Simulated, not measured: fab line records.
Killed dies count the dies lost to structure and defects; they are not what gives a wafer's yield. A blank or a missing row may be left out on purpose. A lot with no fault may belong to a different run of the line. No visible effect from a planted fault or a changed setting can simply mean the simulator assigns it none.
Which tool did it?	flow nand-harc	Sampling: 24 lots, 72 wafers, 4 of 1302 route steps

## WHAT THE GAUGES SHOWED, per wafer
NHARC_A_START_INSPECT_01. Usual: 3.4 for raw-defect-count, sd 1.7.
lot	measured	on	raw-defect-count	flag
L074	day 6 13:30	defect-inspect-02	3 3 4	
L075	day 7 05:53	defect-inspect-01	2 2 2	
L076	day 7 17:31	defect-inspect-01	3 1 2	
L077	day 7 19:14	defect-inspect-02	3 5 6	
L078	day 8 07:05	defect-inspect-02	3 2 5	
L079	day 8 18:59	defect-inspect-01	3 2 3	
L080	day 9 04:44	defect-inspect-01	5 4 2	
L081	day 9 20:12	defect-inspect-01	1 2 6	
L082	day 9 22:09	defect-inspect-02	5 6 3	
L083	day 10 15:33	defect-inspect-02	2 3 2	
L084	day 10 20:21	defect-inspect-02	3 0 6	
L085	day 11 08:41	defect-inspect-01	3 2 5	
L086	day 12 01:44	defect-inspect-01	7 6 3	
L087	day 12 02:31	defect-inspect-02	6 3 1	
L089	day 12 18:13	defect-inspect-01	3 5 4	
L088	day 12 19:28	defect-inspect-01	3 2 1	
L090	day 13 10:36	defect-inspect-01	2 5 4	
L091	day 13 12:39	defect-inspect-01	2 1 4	
L092	day 14 06:25	defect-inspect-01	3 5 7	
L093	day 14 13:16	defect-inspect-02	4 2 3	
L094	day 15 00:26	defect-inspect-02	1 3 5	
L095	day 15 07:31	defect-inspect-02	4 3 2	
L096	day 15 20:46	defect-inspect-02	4 3 3	
L097	day 16 03:11	defect-inspect-02	2 4 4	

NHARC_A_ONON_D1_INSPECT_32. Usual: 76 for raw-defect-count, sd 26.
lot	measured	on	raw-defect-count	flag
L074	day 8 02:47	defect-inspect-02	81 83 83	
L075	day 8 20:34	defect-inspect-01	54 43 54	
L076	day 9 08:40	defect-inspect-02	63 81 26	
L077	day 9 08:41	defect-inspect-01	43 104 71	
L078	day 10 02:42	defect-inspect-02	133 94 127	
L079	day 10 08:37	defect-inspect-02	64 62 50	
L080	day 10 19:39	defect-inspect-01	57 84 100	
L081	day 11 10:31	defect-inspect-02	111 68 53	
L082	day 11 10:31	defect-inspect-01	37 55 49	
L083	day 12 03:23	defect-inspect-02	46 106 41	
L084	day 12 09:14	defect-inspect-01	100 90 93	
L085	day 12 23:29	defect-inspect-01	91 86 63	
L086	day 13 13:58	defect-inspect-02	103 106 70	
L087	day 13 13:51	defect-inspect-01	65 91 53	
L089	day 14 05:36	defect-inspect-02	36 50 69	
L088	day 14 05:34	defect-inspect-01	79 74 43	
L090	day 14 23:56	defect-inspect-02	36 70 45	
L091	day 14 23:40	defect-inspect-01	78 86 114	
L092	day 15 18:38	defect-inspect-02	102 87 99	
L093	day 16 02:28	defect-inspect-02	31 87 39	
L094	day 16 14:00	defect-inspect-02	70 71 61	
L095	day 17 01:23	defect-inspect-02	93 97 85	
L096	day 17 09:57	defect-inspect-01	62 86 51	
L097	day 17 17:38	defect-inspect-01	67 62 54	

NHARC_A_CHANNEL_HOLE_D1_CD_MEAS_10: target cd 100 nm. Usual: 100.6 nm for cd-nm, sd 0.7.
lot	measured	on	cd-nm (nm)	flag
L074	day 8 05:31	cd-sem-03	99.6 100.4 100.4	
L075	day 9 02:20	cd-sem-03	101.4 100.7 100.9	
L076	day 9 11:40	cd-sem-01	102.3 101.4 100.9	
L077	day 9 12:55	cd-sem-01	100.7 101.3 101.1	
L078	day 10 05:25	cd-sem-01	99.8 101.8 100.9	
L079	day 10 12:04	cd-sem-01	100.3 99.9 100.7	
L080	day 10 23:52	cd-sem-02	101.7 101.7 101.7	
L081	day 11 15:53	cd-sem-02	100.4 101.8 101.7	
L082	day 11 17:22	cd-sem-02	99.0 99.2 99.8	
L083	day 12 08:49	cd-sem-03	100.9 100.6 100.9	
L084	day 12 14:26	cd-sem-03	100.3 100.3 100.5	
L085	day 13 03:04	cd-sem-03	99.7 100.6 99.8	
L086	day 13 20:50	cd-sem-03	100.1 100.5 98.9	
L087	day 13 20:17	cd-sem-02	100.9 101.2 100.1	
L089	day 14 09:56	cd-sem-01	100.8 100.5 100.4	
L088	day 14 09:08	cd-sem-03	100.4 101.1 100.8	
L090	day 15 02:38	cd-sem-02	100.2 99.6 101.1	
L091	day 15 02:16	cd-sem-02	100.1 100.7 100.1	
L092	day 15 21:17	cd-sem-01	100.4 101.7 101.0	
L093	day 16 05:12	cd-sem-02	100.8 100.4 101.5	
L094	day 16 17:34	cd-sem-01	100.4 99.7 100.0	
L095	day 17 05:02	cd-sem-02	100.3 99.9 101.4	
L096	day 17 12:40	cd-sem-03	99.7 100.4 100.4	
L097	day 17 20:20	cd-sem-03	99.4 99.6 100.1	

## TOOL THAT RAN EACH LOT (tool first, then ch and the chambers of the sampled wafers, then the start)
lot	NHARC_A_ZERO_WELL_ETCH_13
L074	rie-si-02 ch 1,3, day 6 14:42
L075	rie-si-06 ch 0,1,2, day 7 07:11
L076	rie-si-06 ch 0,1,3, day 7 18:35
L077	rie-si-02 ch 1,2,3, day 7 20:26
L078	rie-si-02 ch 1,2, day 8 08:19
L079	rie-si-02 ch 1,2, day 8 20:11
L080	rie-si-06 ch 0,1, day 9 05:49
L081	rie-si-04 ch 1,2, day 9 21:17
L082	rie-si-04 ch 0,2,3, day 9 23:21
L083	rie-si-04 ch 0,2,3, day 10 16:45
L084	rie-si-04 ch 0,2, day 10 21:34
L085	rie-si-04 ch 0,3, day 11 09:46
L086	rie-si-04 ch 0,2,3, day 12 02:50
L087	rie-si-06 ch 1,2,3, day 12 03:37
L089	rie-si-06 ch 0,1,3, day 12 19:18
L088	rie-si-04 ch 0,2,3, day 12 20:34
L090	rie-si-06 ch 1,2,3, day 13 11:47
L091	rie-si-02 ch 0,1,3, day 13 13:43
L092	rie-si-06 ch 1,3, day 14 07:29
L093	rie-si-02 ch 0,1,2, day 14 14:31
L094	rie-si-02 ch 0,1, day 15 01:39
L095	rie-si-06 ch 0,2,3, day 15 08:49
L096	rie-si-04 ch 1,2,3, day 15 21:58
L097	rie-si-04 ch 0,1, day 16 04:16
- NHARC_A_ZERO_WELL_ETCH_13: etches the open film in HBr/Cl2, target depth 120 nm, time 40.1 s.

## WHAT THE TOOLS THEMSELVES READ (means of the sampled wafers that have a number; where no wafer has one, the mark that the record gives instead)
NHARC_A_ZERO_WELL_ETCH_13. Usual: drypump-motor-current-A 5.9 A, standard deviation 0.43; oes-product-au 0.999 a.u., standard deviation 0.016; throttle-valve-pct 26.405 %, standard deviation 0.009.
lot	tool	drypump-motor-current-A (A)	oes-product-au (a.u.)	throttle-valve-pct (%)	flag
L074	rie-si-02	5.8	0.986	26.418	
L075	rie-si-06	5.7	1.000	26.407	
L076	rie-si-06	5.6	1.002	26.397	
L077	rie-si-02	5.9	0.994	26.402	
L078	rie-si-02	5.6	0.990	26.410	
L079	rie-si-02	5.6	0.991	26.402	
L080	rie-si-06	5.6	0.992	26.408	
L081	rie-si-04	5.6	1.010	26.395	
L082	rie-si-04	6.1	0.998	26.401	
L083	rie-si-04	6.1	1.006	26.410	
L084	rie-si-04	5.7	1.014	26.408	
L085	rie-si-04	6.5	0.990	26.402	
L086	rie-si-04	6.1	0.999	26.402	
L087	rie-si-06	5.7	1.000	26.410	
L089	rie-si-06	5.7	0.992	26.400	
L088	rie-si-04	6.1	1.006	26.404	
L090	rie-si-06	5.7	1.008	26.407	
L091	rie-si-02	5.8	1.008	26.401	
L092	rie-si-06	5.5	1.003	26.400	
L093	rie-si-02	5.6	1.004	26.403	
L094	rie-si-02	5.5	1.003	26.407	
L095	rie-si-06	5.9	0.996	26.412	
L096	rie-si-04	6.1	1.003	26.409	
L097	rie-si-04	6.3	0.995	26.401	

## THE ANSWER, worked out from the rows above alone
Rule: take the mean of a lot's wafers that have a number; if it is more than 3 standard deviations from the usual mean, the lot is off. Also off: a lot with no number at a reading for which 4 or more lots have one. Where the step has rows for the other lots, those lots are counted as sound. After the gauges, taken in route order, come the tools' own readings; for these a lot's mean is taken, as printed above. The first step at which some lot is off is used, and at that step the reading that is off furthest; a lot without a number counts as furthest.
No lot is off at any reading shown: from this, nothing can be told.

## WHAT THE SIMULATOR PUT IN
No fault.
